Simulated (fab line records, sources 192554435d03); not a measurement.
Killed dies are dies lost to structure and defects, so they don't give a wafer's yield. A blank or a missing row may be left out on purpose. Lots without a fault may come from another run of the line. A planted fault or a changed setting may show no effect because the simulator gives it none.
Chamber matching | flow n5_finfet | N5_BEOL_M15_ILD_DEP_00 on pecvd-04: 3 sister chambers
The step deposits SiO2 from TEOS/O2, target thk 1629.3 nm, time 346.1 s. 6 wafers are shown with their chamber, then 10 later ones without.

WAFERS WITH THEIR CHAMBER
wafer  | chamber | throttle_valve_pct (%) | showerhead_plenum_p_Torr (Torr)
L084.5 | 2       | 17.7                   | 8.33
L088.1 | 1       | 20.5                   | 8.29
L088.3 | 2       | 17.8                   | 8.35
L088.5 | 1       | 20.4                   | 8.30
L090.1 | 0       | 20.6                   | 8.35
L090.5 | 0       | 20.8                   | 8.34

WAFERS WITHOUT THEIR CHAMBER
wafer  | throttle_valve_pct (%) | showerhead_plenum_p_Torr (Torr)
L090.6 | 18.0                   | 8.33
L089.1 | 20.7                   | 8.34
L089.2 | 20.4                   | 8.30
L089.6 | 20.1                   | 8.30
L091.1 | 18.2                   | 8.35
L091.5 | 20.6                   | 8.36
L091.6 | 20.5                   | 8.27
L094.2 | 20.7                   | 8.34
L094.4 | 17.8                   | 8.33
L094.6 | 20.7                   | 8.35

WHICH CHAMBER EACH WENT THROUGH
wafer  | from the rows above | in truth
L090.6 | 2                   | 2
L089.1 | 0                   | 0
L089.2 | 1                   | 1
L089.6 | 1                   | 1
L091.1 | 2                   | 2
L091.5 | 0                   | 0
L091.6 | 1                   | 1
L094.2 | 0                   | 0
L094.4 | 2                   | 2
L094.6 | 0                   | 0
Placed correctly: 10 of 10. Can't be placed from these rows: 0. Placed wrongly: 0.
How it was worked out, from the rows above alone: a wafer's distance from a chamber is the root of the sum, over the readings, of the square of ((its reading less the chamber's mean) divided by the reading's scatter). The wafer belongs to the nearest chamber; if the next one is less than 2 further off, it can't be placed. A chamber's mean is the mean of its shown wafers. The scatter: the root of (the sum of the squares of (reading less its chamber's mean) over the shown wafers, divided by (wafers less chambers)).
